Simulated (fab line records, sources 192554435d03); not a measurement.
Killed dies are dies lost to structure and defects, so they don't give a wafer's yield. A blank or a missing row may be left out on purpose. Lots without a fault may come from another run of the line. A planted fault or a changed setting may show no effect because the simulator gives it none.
Split-lot experiment | flow n5_finfet | 7 lots, 39 wafers read, on a route of 1938 steps

THE SPLIT
At N5_MOL_CONTACT_COAG_ETCHBACK_136 (etches SiO2 in CHF3, target depth 25 nm, time 16.7 s), the setting target_depth_a was moved away from the recipe's 250 angstrom on 12 of the 39 wafers read, by -34.5% to +58.6%. The other wafers ran this setting at the recipe's value.

FROM THE SPLIT TO THE READING: what the file shows between them, 3 steps
- N5_MOL_CONTACT_COAG_STRIP_120: strips in CHF3
- N5_MOL_CONTACT_COAG_VIA_ETCH_117: etches SiO2 in C4F6/O2, target depth 40 nm, overetch 8 nm, time 26 s
- N5_MOL_CONTACT_COAG_ETCH_124: etches SiNx in CH3F/O2, stops on SiOC, target depth 6.5 nm

THE READING
SOC_of_MOL_CONTACT_COAG_COAT_62.thk_nm (the simulator's own value, which no gauge read), in nm, at N5_MOL_CONTACT_COAG_ETCH_48 (etches SiOC in C4F6/O2, target depth 15 nm, overetch 4.5 nm, time 17 s). The file gives no usual value for it. The 27 wafers here that ran the recipe average 45.7 nm, standard deviation 0.38 nm.

wafer  | tool, chamber at the split | target_depth_a as run, angstrom | against the recipe | SOC_of_MOL_CONTACT_COAG_COAT_62.thk_nm, nm | against lot-mates on the recipe
L075.1 | rie_diel-02, 2,0,3         | 250                             | recipe             | 45.6                                       | -
L075.5 | rie_diel-02, 1,2,1         | 250                             | recipe             | 45.6                                       | -
L075.2 | rie_diel-02, 2,0,3         | 250                             | recipe             | 45.8                                       | -
L075.3 | rie_diel-02, 2,0,3         | 250                             | recipe             | 45.4                                       | -
L075.4 | rie_diel-02, 1,2,1         | 250                             | recipe             | 46.2                                       | -
L075.6 | rie_diel-02, 1,2,1         | 250                             | recipe             | 46.2                                       | -
L079.1 | rie_diel-04, 1,3,2         | 250                             | recipe             | 45.6                                       | -
L079.2 | rie_diel-04, 3             | 209.4                           | -16.2%             | 46.2                                       | +0.6
L079.3 | rie_diel-04, 0,2           | 209.4                           | -16.2%             | 46.4                                       | +0.8
L079.4 | rie_diel-04, 0,2           | 209.4                           | -16.2%             | 45.8                                       | +0.2
L079.5 | rie_diel-04, 1,3,2         | 250                             | recipe             | 45.8                                       | -
L079.6 | rie_diel-04, 1,3,2         | 250                             | recipe             | 45.4                                       | -
L080.1 | rie_diel-04, 1,3           | 396.6                           | +58.6%             | 44.4                                       | -2.0
L080.4 | rie_diel-04, 1             | 396.6                           | +58.6%             | 44.4                                       | -2.0
L080.2 | rie_diel-04, 0,0,3         | 250                             | recipe             | 46.4                                       | -
L080.3 | rie_diel-04, 1,3           | 396.6                           | +58.6%             | 44.6                                       | -1.8
L080.5 | rie_diel-04, 0,0,3         | 250                             | recipe             | 46.6                                       | -
L080.6 | rie_diel-04, 0,0,3         | 250                             | recipe             | 46.2                                       | -
L085.1 | rie_diel-02, 1,2,0         | 250                             | recipe             | 46                                         | -
L085.2 | rie_diel-02, 1,2,0         | 250                             | recipe             | 45.6                                       | -
L085.4 | rie_diel-02, 1,2,0         | 250                             | recipe             | 45.8                                       | -
L089.1 | rie_diel-02, 0,2           | 194.6                           | -22.2%             | 46.6                                       | +0.9
L089.2 | rie_diel-02, 3             | 250                             | recipe             | 45.8                                       | -
L089.6 | rie_diel-02, 1,2           | 250                             | recipe             | 45.8                                       | -
L089.3 | rie_diel-02, 0,2           | 194.6                           | -22.2%             | 46.2                                       | +0.5
L089.5 | rie_diel-02, 3             | 194.6                           | -22.2%             | 46.2                                       | +0.5
L089.4 | rie_diel-02, 1,2           | 250                             | recipe             | 45.6                                       | -
L090.1 | rie_diel-03, 3             | 250                             | recipe             | 46.2                                       | -
L090.2 | rie_diel-03, 1,0,2,0       | 250                             | recipe             | 45.4                                       | -
L090.5 | rie_diel-03, 1             | 250                             | recipe             | 45.4                                       | -
L090.3 | rie_diel-03, 1,0,2,0       | 250                             | recipe             | 45.2                                       | -
L090.6 | rie_diel-03, 1,0,2,0       | 250                             | recipe             | 45.2                                       | -
L090.4 | rie_diel-03, 1,0,2,0       | 250                             | recipe             | 45.6                                       | -
L097.1 | rie_diel-02, 3             | 250                             | recipe             | 45                                         | -
L097.2 | rie_diel-02, 0             | 163.7                           | -34.5%             | 47.2                                       | +1.8
L097.3 | rie_diel-02, 1,3           | 250                             | recipe             | 45.6                                       | -
L097.5 | rie_diel-02, 1,3           | 250                             | recipe             | 45.6                                       | -
L097.4 | rie_diel-02, 2             | 163.7                           | -34.5%             | 46.6                                       | +1.2
L097.6 | rie_diel-02, 0             | 163.7                           | -34.5%             | 46.8                                       | +1.4
Where a row lists several chambers, the file gives one row for several wafers and doesn't say which wafer went through which chamber.

THE FIT
A straight line over all 39 wafers: SOC_of_MOL_CONTACT_COAG_COAT_62.thk_nm changes by -0.0246 nm for each +1% of target_depth_a; r = -0.82; the points scatter about the line by 0.35 nm.
The same after taking each lot's own level away (the mean of its wafers on the recipe; 39 wafers): -0.0345 nm for each +1%; r = -0.94; scatter 0.27 nm.
On that fit, the largest move of target_depth_a shifts the reading by 2 nm.
The lots' own levels span 45.40 to 46.40 nm, that is 2.6 times the standard deviation above.
So the lot-to-lot level changes the slope: the two fits differ.
Check: with one of the wafers moved furthest among these (+58.6%) left out of the fit, the line predicts -2.01 nm for it against its lot-mates. It came out at -2 nm against them.

THE WHOLE CHAIN: every reading that the file lists as answering this split, in the file's order
step                             | what it does                                                           | reading                                                                                 | change (the file's fit)                | r (the file's)
N5_MOL_CONTACT_COAG_ETCHBACK_136 | etches SiO2 in CHF3, target depth 25 nm, time 16.7 s                   | SOC_of_MOL_CONTACT_COAG_COAT_62.thk_nm (the simulator's own value, which no gauge read) | -0.0285 nm for each +1% of the setting | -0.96
N5_MOL_CONTACT_COAG_VIA_ETCH_117 | etches SiO2 in C4F6/O2, target depth 40 nm, overetch 8 nm, time 26 s   | etch.depth_nm (the simulator's own value, which no gauge read)                          | -0.247 nm for each +1% of the setting  | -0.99
N5_MOL_CONTACT_COAG_VIA_ETCH_117 | etches SiO2 in C4F6/O2, target depth 40 nm, overetch 8 nm, time 26 s   | MOL_CONTACT_COAG.feature_depth_nm (the simulator's own value, which no gauge read)      | -0.248 nm for each +1% of the setting  | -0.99
N5_MOL_CONTACT_COAG_VIA_ETCH_117 | etches SiO2 in C4F6/O2, target depth 40 nm, overetch 8 nm, time 26 s   | SOC_of_MOL_CONTACT_COAG_COAT_62.thk_nm (the simulator's own value, which no gauge read) | -0.0322 nm for each +1% of the setting | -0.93
N5_MOL_CONTACT_COAG_ETCH_124     | etches SiNx in CH3F/O2, stops on SiOC, target depth 6.5 nm             | SOC_of_MOL_CONTACT_COAG_COAT_62.thk_nm (the simulator's own value, which no gauge read) | -0.0329 nm for each +1% of the setting | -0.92
N5_MOL_CONTACT_COAG_ETCH_48      | etches SiOC in C4F6/O2, target depth 15 nm, overetch 4.5 nm, time 17 s | SOC_of_MOL_CONTACT_COAG_COAT_62.thk_nm (the simulator's own value, which no gauge read) | -0.0345 nm for each +1% of the setting | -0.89

THE FILE'S OWN FIT
SOC_of_MOL_CONTACT_COAG_COAT_62.thk_nm changes by -0.0345 nm for each +1% of target_depth_a, r = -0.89.
